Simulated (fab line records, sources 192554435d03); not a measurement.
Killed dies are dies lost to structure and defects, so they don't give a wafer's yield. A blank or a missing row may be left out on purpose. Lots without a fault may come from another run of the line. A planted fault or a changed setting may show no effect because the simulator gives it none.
Split-lot experiment | flow n5_finfet | 7 lots, 21 wafers read, on a route of 1938 steps

THE SPLIT
At N5_SD_EPI_N_EPI_21 (deposits Si:P, time 690 s), the setting epi_growth_time_s was moved away from the recipe's 690 s on 10 of the 21 wafers read, by -10.3% to +8.8%. The other wafers ran this setting at the recipe's value.

The file shows no step between the split and the reading.

THE READING
Si-P_of_SD_EPI_N_EPI_21.thk_nm (the simulator's own value, which no gauge read), in nm, at N5_SD_EPI_N_PRECLEAN_24 (cleans in O3/DIW, time 60 s). The file gives no usual value for it. The 11 wafers here that ran the recipe average 58.5 nm, standard deviation 0.66 nm.

wafer  | tool, chamber at the split | epi_growth_time_s as run, s | against the recipe | Si-P_of_SD_EPI_N_EPI_21.thk_nm, nm | against lot-mates on the recipe
L074.2 | epi_rpcvd-04, 0            | 690                         | recipe             | 59.2                               | -
L074.5 | epi_rpcvd-04, 0            | 690                         | recipe             | 59.6                               | -
L074.6 | epi_rpcvd-04, 0            | 690                         | recipe             | 59.4                               | -
L077.1 | epi_rpcvd-03, 0            | 735.6                       | +6.6%              | 60.8                               | no lot-mate on the recipe
L077.3 | epi_rpcvd-03, 0            | 735.6                       | +6.6%              | 61.4                               | no lot-mate on the recipe
L077.4 | epi_rpcvd-03, 0            | 735.6                       | +6.6%              | 61.4                               | no lot-mate on the recipe
L079.3 | epi_rpcvd-01, 0            | 642.4                       | -6.9%              | 55.8                               | -2.8
L079.5 | epi_rpcvd-01, 0            | 690                         | recipe             | 58.6                               | -
L079.6 | epi_rpcvd-01, 0            | 642.4                       | -6.9%              | 56.6                               | -2.0
L080.2 | epi_rpcvd-04, 0            | 750.9                       | +8.8%              | 62.6                               | +3.6
L080.3 | epi_rpcvd-04, 0            | 750.9                       | +8.8%              | 62.8                               | +3.8
L080.5 | epi_rpcvd-04, 0            | 690                         | recipe             | 59                                 | -
L090.4 | epi_rpcvd-01, 0            | 619                         | -10.3%             | 53.8                               | -4.0
L090.5 | epi_rpcvd-01, 0            | 619                         | -10.3%             | 54                                 | -3.8
L090.6 | epi_rpcvd-01, 0            | 690                         | recipe             | 57.8                               | -
L093.3 | epi_rpcvd-04, 0            | 690                         | recipe             | 57.8                               | -
L093.5 | epi_rpcvd-04, 0            | 690                         | recipe             | 58.2                               | -
L093.6 | epi_rpcvd-04, 0            | 690                         | recipe             | 58.4                               | -
L097.1 | epi_rpcvd-04, 0            | 651.3                       | -5.6%              | 55                                 | -2.9
L097.3 | epi_rpcvd-04, 0            | 690                         | recipe             | 57.6                               | -
L097.4 | epi_rpcvd-04, 0            | 690                         | recipe             | 58.2                               | -

THE FIT
A straight line over all 21 wafers: Si-P_of_SD_EPI_N_EPI_21.thk_nm changes by +0.438 nm for each +1% of epi_growth_time_s; r = +0.97; the points scatter about the line by 0.64 nm.
The same after taking each lot's own level away (the mean of its wafers on the recipe; 18 wafers): +0.396 nm for each +1%; r = +0.99; scatter 0.32 nm.
On that fit, the largest move of epi_growth_time_s shifts the reading by 4.1 nm.
The lots' own levels span 57.80 to 59.40 nm, that is 2.4 times the standard deviation above.
So the lot-to-lot level changes the slope: the two fits differ.
Check: with one of the wafers moved furthest among these (-10.3%) left out of the fit, the line predicts -4.05 nm for it against its lot-mates. It came out at -4 nm against them.

OTHER SPLITS ON THESE WAFERS
These wafers also went through other splits before the reading. Each is held against what the fit with the lots' levels taken away leaves over:
other split on the same wafers            | wafers away from the commonest value | r with Si-P_of_SD_EPI_N_EPI_21.thk_nm (lot level and that fit taken away)
N5_ZERO_LAYER_EXPOSE_08 dose_mj           | 5                                    | +0.05
N5_ZERO_LAYER_DESCUM_16 time_s            | 3                                    | -0.17
N5_PMOS_HMC_CHANNEL_EPI_HM_DEP_34 time_s  | 8                                    | +0.02
N5_PMOS_HMC_CHANNEL_EPI_EXPOSE_06 dose_mj | 5                                    | +0.04
N5_FIN_SAQP_MANDREL_ETCH_22 icp_w         | 10                                   | +0.28
N5_FIN_CUT_COAT_19 spin_rpm               | 7                                    | +0.02
N5_DUMMY_GATE_COAT_35 spin_rpm            | 7                                    | +0.26
N5_SD_EPI_N_ETCH_45 target_depth_a        | 5                                    | -0.03

THE WHOLE CHAIN: every reading that the file lists as answering this split, in the file's order
step                    | what it does                | reading                                                                         | change (the file's fit)               | r (the file's)
N5_SD_EPI_N_EPI_21      | deposits Si:P, time 690 s   | Si-P_of_SD_EPI_N_EPI_21.thk_nm (the simulator's own value, which no gauge read) | +0.409 nm for each +1% of the setting | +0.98
N5_SD_EPI_N_PRECLEAN_24 | cleans in O3/DIW, time 60 s | Si-P_of_SD_EPI_N_EPI_21.thk_nm (the simulator's own value, which no gauge read) | +0.402 nm for each +1% of the setting | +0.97

THE FILE'S OWN FIT
Si-P_of_SD_EPI_N_EPI_21.thk_nm changes by +0.402 nm for each +1% of epi_growth_time_s, r = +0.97.
